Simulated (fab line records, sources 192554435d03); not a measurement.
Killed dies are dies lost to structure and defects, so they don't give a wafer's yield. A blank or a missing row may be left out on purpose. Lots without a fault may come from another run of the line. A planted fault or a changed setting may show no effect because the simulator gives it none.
Chamber matching | flow n5_finfet | N5_PASSIVATION_STRIP_34 on rie_diel-01: 4 sister chambers
The step strips in O2. 4 wafers are shown with their chamber, then 8 later ones without.

WAFERS WITH THEIR CHAMBER
wafer  | chamber | showerhead_plenum_p_Torr (Torr)
L305.1 | 0       | 1.99
L305.3 | 3       | 1.90
L305.4 | 1       | 2.03
L297.3 | 2       | 2.13

WAFERS WITHOUT THEIR CHAMBER
wafer  | showerhead_plenum_p_Torr (Torr)
L297.4 | 2.03
L297.6 | 2.03
L312.2 | 2.13
L312.5 | 2.12
L312.6 | 2.02
L317.2 | 2.23
L317.5 | 2.24
L317.6 | 2.12

WHICH CHAMBER EACH WENT THROUGH
wafer  | from the rows above          | in truth
L297.4 | can't be placed: 1 or 0 or 2 | 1
L297.6 | can't be placed: 1 or 0 or 2 | 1
L312.2 | can't be placed: 2 or 1      | 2
L312.5 | can't be placed: 2 or 1      | 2
L312.6 | can't be placed: 1 or 0 or 2 | 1
L317.2 | can't be placed: 2 or 1      | 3
L317.5 | can't be placed: 2 or 1      | 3
L317.6 | can't be placed: 2 or 1      | 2
Placed correctly: 0 of 8. Can't be placed from these rows: 8 (the true chamber is among the candidates in 6). Placed wrongly: 0.
How it was worked out, from the rows above alone: a wafer's distance from a chamber is the root of the sum, over the readings, of the square of ((its reading less the chamber's mean) divided by the reading's scatter). The wafer belongs to the nearest chamber; if the next one is less than 2 further off, it can't be placed. A chamber's mean is the mean of its shown wafers. The scatter: with one shown wafer a chamber, the root of the mean of the squares of how far each hidden wafer lies from its nearest shown one.
